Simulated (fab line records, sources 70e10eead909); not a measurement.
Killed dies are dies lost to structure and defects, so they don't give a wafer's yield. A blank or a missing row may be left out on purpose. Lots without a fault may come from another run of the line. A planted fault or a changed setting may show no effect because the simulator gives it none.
Which tool did it? | flow nand_harc | 24 lots, 72 wafers sampled, at 5 steps of a route of 1159

WHAT THE GAUGES READ, wafer by wafer
NHARC_P_M0_INSPECT_11.
lot  | measured     | on                | raw_defect_count
L074 | day 6 05:24  | defect_inspect-02 | 2 7 1
L075 | day 6 11:32  | defect_inspect-02 | 11 12 9
L076 | day 6 12:13  | defect_inspect-02 | 4 4 2
L079 | day 6 18:33  | defect_inspect-01 | 5 4 7
L078 | day 6 19:40  | defect_inspect-01 | 1 1 4
L077 | day 7 01:32  | defect_inspect-01 | 2 4 3
L080 | day 7 10:51  | defect_inspect-01 | 5 5 5
L081 | day 7 11:15  | defect_inspect-02 | 3 7 5
L083 | day 7 21:24  | defect_inspect-02 | 1 6 2
L084 | day 7 21:54  | defect_inspect-01 | 1 3 3
L082 | day 7 23:56  | defect_inspect-02 | 2 5 6
L085 | day 9 03:28  | defect_inspect-01 | 1 2 1
L087 | day 9 04:00  | defect_inspect-01 | 6 2 7
L086 | day 9 04:26  | defect_inspect-01 | 1 3 2
L088 | day 9 19:09  | defect_inspect-02 | 5 2 5
L089 | day 9 19:40  | defect_inspect-01 | 2 2 2
L091 | day 9 23:31  | defect_inspect-02 | 8 4 3
L090 | day 10 00:32 | defect_inspect-01 | 3 2 3
L092 | day 10 10:23 | defect_inspect-02 | 7 6 8
L093 | day 10 15:43 | defect_inspect-01 | 6 5 2
L094 | day 10 22:44 | defect_inspect-02 | 2 1 5
L095 | day 10 23:13 | defect_inspect-01 | 3 3 1
L096 | day 11 07:41 | defect_inspect-02 | 2 2 4
L097 | day 11 12:17 | defect_inspect-02 | 2 5 2

NHARC_P_M1_OVL_MEAS_10: pitch 260 nm.
lot  | measured     | on         | overlay_x_nm (nm) | overlay_y_nm (nm)
L074 | day 6 09:36  | overlay-02 | -0.6 -0.1 0.2     | -0.5 -0.2 -0.6
L075 | day 6 15:27  | overlay-02 | 0.5 0.5 0.1       | 1.3 1.4 1.0
L076 | day 6 16:19  | overlay-01 | -0.9 -0.7 -0.6    | 0.6 -0.3 0.1
L079 | day 6 22:37  | overlay-01 | 1.1 1.1 1.2       | 0.4 0.3 0.5
L078 | day 6 23:40  | overlay-01 | -0.1 0.2 -0.4     | 0.9 0.8 0.7
L077 | day 7 05:37  | overlay-01 | -1.3 -1.2 -1.1    | -0.2 0.8 0.1
L080 | day 7 14:57  | overlay-01 | -1.3 -1.4 -1.6    | 0.9 0.3 0.4
L081 | day 7 15:24  | overlay-02 | -1.3 -1.3 -1.8    | -0.1 -0.2 -0.3
L083 | day 8 01:18  | overlay-01 | 0.6 0.8 0.8       | -0.2 0.0 0.3
L084 | day 8 02:13  | overlay-02 | 0.4 0.3 0.4       | -2.0 -2.0 -1.5
L082 | day 8 03:56  | overlay-01 | -0.9 -0.3 -0.7    | -1.3 -1.5 -1.7
L085 | day 9 07:53  | overlay-02 | 0.6 0.3 0.3       | 0.9 1.2 0.9
L087 | day 9 08:26  | overlay-02 | -0.3 -0.2 -0.1    | -0.1 -0.6 0.1
L086 | day 9 09:05  | overlay-02 | 0.5 0.6 0.7       | 0.6 0.4 0.3
L088 | day 9 23:10  | overlay-01 | -1.3 -1.1 -1.4    | 0.5 -0.1 0.2
L089 | day 10 00:02 | overlay-02 | 0.3 -0.1 0.4      | -0.6 -0.9 -1.3
L091 | day 10 03:51 | overlay-02 | -0.1 -0.8 0.2     | -0.2 -0.5 0.0
L090 | day 10 05:08 | overlay-01 | 0.7 0.9 -0.1      | 0.4 0.4 1.1
L092 | day 10 14:17 | overlay-01 | -0.2 0.1 0.0      | 0.4 0.6 0.6
L093 | day 10 19:44 | overlay-01 | 2.1 1.6 1.4       | 0.3 0.9 0.3
L094 | day 11 03:03 | overlay-01 | 0.7 0.0 0.6       | 1.0 1.3 1.3
L095 | day 11 03:27 | overlay-02 | -1.1 -1.4 -0.9    | -0.8 -0.8 -0.3
L096 | day 11 11:37 | overlay-02 | -0.9 -0.3 -0.1    | -1.5 -1.3 -1.2
L097 | day 11 16:29 | overlay-01 | 0.4 0.8 0.9       | -0.6 -1.0 -0.9

NHARC_P_M1_THK_MEAS_24: measures by xrf.
lot  | measured     | on            | thk_nm (nm)
L074 | day 6 12:23  | film_metro-01 | 158.1 161.1 158.8
L075 | day 6 18:01  | film_metro-01 | 157.6 159.1 159.7
L076 | day 6 18:58  | film_metro-02 | 158.1 159.0 158.4
L079 | day 7 01:14  | film_metro-01 | 155.8 159.2 157.7
L078 | day 7 02:18  | film_metro-02 | 159.9 155.9 157.2
L077 | day 7 08:16  | film_metro-02 | 157.4 156.6 155.9
L080 | day 7 17:41  | film_metro-01 | 158.8 156.3 157.2
L081 | day 7 17:57  | film_metro-01 | 156.4 157.4 154.3
L083 | day 8 03:52  | film_metro-01 | 158.3 159.3 160.1
L084 | day 8 04:50  | film_metro-02 | 154.8 155.3 155.6
L082 | day 8 06:32  | film_metro-02 | 156.2 158.1 157.4
L085 | day 9 10:25  | film_metro-02 | 156.5 155.9 156.7
L087 | day 9 10:58  | film_metro-02 | 159.5 156.3 158.4
L086 | day 9 11:37  | film_metro-02 | 158.0 157.8 156.6
L088 | day 10 02:01 | film_metro-02 | 157.8 159.7 157.0
L089 | day 10 03:02 | film_metro-02 | 158.8 155.4 155.7
L091 | day 10 06:26 | film_metro-02 | 158.0 159.3 158.5
L090 | day 10 08:11 | film_metro-02 | 156.5 158.7 157.8
L092 | day 10 16:53 | film_metro-02 | 154.9 157.0 156.1
L093 | day 10 22:17 | film_metro-01 | 154.9 155.5 158.3
L094 | day 11 05:38 | film_metro-01 | 157.2 155.9 158.1
L095 | day 11 06:02 | film_metro-02 | 157.5 159.5 157.1
L096 | day 11 14:08 | film_metro-01 | 154.7 157.0 157.4
L097 | day 11 19:30 | film_metro-02 | 158.7 157.6 156.8

WHICH TOOL RAN EACH LOT (tool, then ch and the chambers of the sampled wafers, then the start)
lot  | NHARC_P_M1_STRIP_18                | NHARC_P_M1_CMP_23
L074 | rie_diel-03 ch 1,2, day 6 10:20    | cmp-04 ch 0,3, day 6 12:04
L075 | rie_diel-08 ch 0,2,3, day 6 15:59  | cmp-01 ch 0,1,3, day 6 17:44
L076 | rie_diel-03 ch 0,1, day 6 16:53    | cmp-04 ch 0,2,3, day 6 18:40
L079 | rie_diel-03 ch 0,3, day 6 23:10    | cmp-01 ch 1,2, day 7 00:57
L078 | rie_diel-03 ch 0,1,3, day 7 00:12  | cmp-01 ch 1,2, day 7 01:59
L077 | rie_diel-08 ch 0,1, day 7 06:05    | cmp-01 ch 0,2,3, day 7 08:02
L080 | rie_diel-03 ch 2,3, day 7 15:28    | cmp-01 ch 0,1, day 7 17:22
L081 | rie_diel-02 ch 0,1,3, day 7 15:55  | cmp-02 ch 2,3, day 7 17:38
L083 | rie_diel-08 ch 1,2,3, day 8 01:47  | cmp-04 ch 0,1,2, day 8 03:35
L084 | rie_diel-08 ch 0,1, day 8 02:42    | cmp-04 ch 0,3, day 8 04:30
L082 | rie_diel-08 ch 1,2,3, day 8 04:27  | cmp-02 ch 0,2,3, day 8 06:12
L085 | rie_diel-03 ch 1,2, day 9 08:23    | cmp-02 ch 0,3, day 9 10:07
L087 | rie_diel-03 ch 1,2,3, day 9 08:55  | cmp-01 ch 0,2,3, day 9 10:39
L086 | rie_diel-03 ch 1,2, day 9 09:35    | cmp-02 ch 0,1,2, day 9 11:22
L088 | rie_diel-08 ch 1,2, day 9 23:41    | cmp-01 ch 0,1,2, day 10 01:46
L089 | rie_diel-02 ch 1,3, day 10 00:33   | cmp-02 ch 0,1,2, day 10 02:43
L091 | rie_diel-08 ch 0,2,3, day 10 04:20 | cmp-04 ch 0,2,3, day 10 06:07
L090 | rie_diel-08 ch 0,1,2, day 10 05:40 | cmp-01 ch 1,2, day 10 07:53
L092 | rie_diel-02 ch 1,2,3, day 10 14:49 | cmp-01 ch 0,3, day 10 16:34
L093 | rie_diel-08 ch 0,2,3, day 10 20:13 | cmp-02 ch 1,2, day 10 21:59
L094 | rie_diel-02 ch 1,2, day 11 03:33   | cmp-02 ch 0,2,3, day 11 05:22
L095 | rie_diel-08 ch 0,1, day 11 03:56   | cmp-01 ch 2,3, day 11 05:44
L096 | rie_diel-02 ch 0,2,3, day 11 12:08 | cmp-04 ch 1,2,3, day 11 13:54
L097 | rie_diel-02 ch 0,1,2, day 11 16:59 | cmp-04 ch 0,1,3, day 11 19:11
- NHARC_P_M1_STRIP_18: strips in N2/H2.
- NHARC_P_M1_CMP_23: polishes, t overpolish 20 s, target thk 157.82 nm.

WHAT THE TOOLS THEMSELVES READ (means of the sampled wafers that have a number; where no wafer has one, the mark that the record gives instead)
NHARC_P_M1_STRIP_18.
lot  | tool        | drypump_motor_current_A (A) | h2_flow_sccm (sccm) | oes_product_au (a.u.) | rf_vpp_V (V) | showerhead_plenum_p_Torr (Torr) | throttle_valve_pct (%)
L074 | rie_diel-03 | 6.05                        | 150.2               | 0.997                 | 90.3         | 2.01                            | 14.164
L075 | rie_diel-08 | 5.63                        | 149.4               | 0.991                 | 91.0         | 2.02                            | 14.176
L076 | rie_diel-03 | 5.97                        | 149.9               | 1.002                 | 90.5         | 2.06                            | 14.172
L079 | rie_diel-03 | 5.75                        | 149.9               | 1.008                 | 91.1         | 2.08                            | 14.179
L078 | rie_diel-03 | 5.83                        | 150.6               | 1.011                 | 91.1         | 2.10                            | 14.176
L077 | rie_diel-08 | 5.55                        | 150.1               | 1.002                 | 90.1         | 2.00                            | 14.171
L080 | rie_diel-03 | 5.85                        | 149.8               | 1.001                 | 90.0         | 2.03                            | 14.165
L081 | rie_diel-02 | 6.04                        | 150.2               | 1.010                 | 90.0         | 2.02                            | 14.180
L083 | rie_diel-08 | 5.66                        | 150.0               | 1.006                 | 91.2         | 2.07                            | 14.161
L084 | rie_diel-08 | 5.56                        | 149.8               | 1.000                 | 90.9         | 2.05                            | 14.174
L082 | rie_diel-08 | 5.63                        | 149.9               | 1.011                 | 90.4         | 2.06                            | 14.178
L085 | rie_diel-03 | 6.04                        | 149.6               | 0.991                 | 90.0         | 2.01                            | 14.165
L087 | rie_diel-03 | 5.89                        | 150.6               | 1.002                 | 91.0         | 2.08                            | 14.177
L086 | rie_diel-03 | 6.09                        | 149.4               | 0.990                 | 92.0         | 2.06                            | 14.178
L088 | rie_diel-08 | 5.59                        | 149.8               | 1.008                 | 90.3         | 2.12                            | 14.168
L089 | rie_diel-02 | 6.11                        | 150.1               | 1.006                 | 91.2         | 2.05                            | 14.166
L091 | rie_diel-08 | 5.62                        | 150.1               | 1.004                 | 90.9         | 2.02                            | 14.175
L090 | rie_diel-08 | 5.57                        | 150.1               | 1.002                 | 90.2         | 2.08                            | 14.162
L092 | rie_diel-02 | 5.83                        | 150.3               | 1.005                 | 91.2         | 2.09                            | 14.170
L093 | rie_diel-08 | 5.62                        | 149.8               | 0.999                 | 90.5         | 2.02                            | 14.174
L094 | rie_diel-02 | 5.59                        | 149.6               | 1.011                 | 90.5         | 2.13                            | 14.171
L095 | rie_diel-08 | 5.56                        | 150.2               | 0.992                 | 90.9         | 2.00                            | 14.172
L096 | rie_diel-02 | 5.62                        | 149.7               | 0.998                 | 90.7         | 2.08                            | 14.166
L097 | rie_diel-02 | 5.76                        | 150.0               | 1.009                 | 90.8         | 2.06                            | 14.163

NHARC_P_M1_CMP_23.
lot  | tool   | motor_current_A (A) | time_to_endpoint_s (s)
L074 | cmp-04 | 11.4                | 29.2
L075 | cmp-01 | 11.6                | 29.9
L076 | cmp-04 | 11.3                | 30.3
L079 | cmp-01 | 12.4                | 28.1
L078 | cmp-01 | 12.4                | 28.1
L077 | cmp-01 | 11.9                | 30.0
L080 | cmp-01 | 11.4                | 22.9
L081 | cmp-02 | 10.9                | 24.3
L083 | cmp-04 | 11.2                | 26.3
L084 | cmp-04 | 11.7                | 27.8
L082 | cmp-02 | 12.1                | 25.3
L085 | cmp-02 | 13.1                | 26.1
L087 | cmp-01 | 12.2                | 31.3
L086 | cmp-02 | 11.0                | 29.3
L088 | cmp-01 | 12.3                | 28.3
L089 | cmp-02 | 11.2                | 27.2
L091 | cmp-04 | 11.2                | 29.4
L090 | cmp-01 | 12.0                | 30.0
L092 | cmp-01 | 11.6                | 25.4
L093 | cmp-02 | 9.9                 | 25.6
L094 | cmp-02 | 12.0                | 26.5
L095 | cmp-01 | 11.9                | 31.2
L096 | cmp-04 | 11.0                | 26.9
L097 | cmp-04 | 11.5                | 28.3

THE ANSWER, worked out from the rows above alone
Rule: what is usual is taken from the lots themselves. Put in order of their means at a reading, lots are off if they are a third of the lots or fewer, leave a main group of 4 or more, and stand apart from it by a gap of 3 or more times the standard deviation of the main group's means; of several such gaps the widest counts. A main group whose means are all the same, to the digits that the tables above print for the reading, isn't used. A lot without any number at a reading at which 4 lots or more have one is off too. The other lots that the step has rows for count as sound. The gauges are gone through in route order, then the tools' own readings, and for those a lot's mean is taken as printed above. The first step at which some lot is off is used, and at that step the reading that is off furthest; a lot without a number counts as furthest.
No lot is off at any reading shown: from this, nothing can be told.

WHAT THE SIMULATOR HAD PUT IN
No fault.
